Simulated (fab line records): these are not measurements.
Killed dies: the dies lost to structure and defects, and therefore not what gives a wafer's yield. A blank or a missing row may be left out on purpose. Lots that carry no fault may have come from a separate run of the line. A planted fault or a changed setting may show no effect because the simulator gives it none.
Chamber matching / flow nand_harc / rie_diel-03 running NHARC_A_CHANNEL_FILL_D1_ETCHBACK_20: 3 sister chambers
The step etches the open film in C4F8/O2/Ar, target depth 27 nm, time 13.5 s. 6 wafers are shown with their chamber, then 4 later ones without.

## WAFERS, EACH WITH ITS CHAMBER
wafer=L127.5; chamber=2; rf_vpp_V (V)=984; oes_product_au (a.u.)=1.00
wafer=L128.2; chamber=3; rf_vpp_V (V)=970; oes_product_au (a.u.)=0.98
wafer=L128.3; chamber=1; rf_vpp_V (V)=968; oes_product_au (a.u.)=0.98
wafer=L128.6; chamber=1; rf_vpp_V (V)=971; oes_product_au (a.u.)=0.98
wafer=L131.1; chamber=2; rf_vpp_V (V)=984; oes_product_au (a.u.)=0.99
wafer=L131.5; chamber=3; rf_vpp_V (V)=970; oes_product_au (a.u.)=1.00

## WAFERS MISSING THEIR CHAMBER
wafer=L142.1; rf_vpp_V (V)=969; oes_product_au (a.u.)=0.92
wafer=L142.2; rf_vpp_V (V)=972; oes_product_au (a.u.)=0.92
wafer=L139.3; rf_vpp_V (V)=972; oes_product_au (a.u.)=0.98
wafer=L139.5; rf_vpp_V (V)=970; oes_product_au (a.u.)=0.98

## WHICH CHAMBER EACH WENT THROUGH
wafer=L142.1; from the rows above=can't be placed: 1 or 3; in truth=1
wafer=L142.2; from the rows above=can't be placed: 1 or 3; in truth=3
wafer=L139.3; from the rows above=can't be placed: 3 or 1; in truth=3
wafer=L139.5; from the rows above=can't be placed: 1 or 3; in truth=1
Placed correctly: 0 of 4. Cannot be placed on the basis of these rows: 4; the candidates contain the true chamber in 4. Placed wrongly: 0.
How it was worked out, from the rows above alone: a wafer's distance from a chamber is the root of the sum, over the readings, of the square of ((its reading less the chamber's mean) divided by the reading's scatter). The wafer belongs to the nearest chamber; if the next one is less than 2 further off, it can't be placed. The mean given for a chamber averages the wafers shown for that chamber. The scatter: the root of (the sum of the squares of (reading less its chamber's mean) over the shown wafers, divided by (wafers less chambers)).
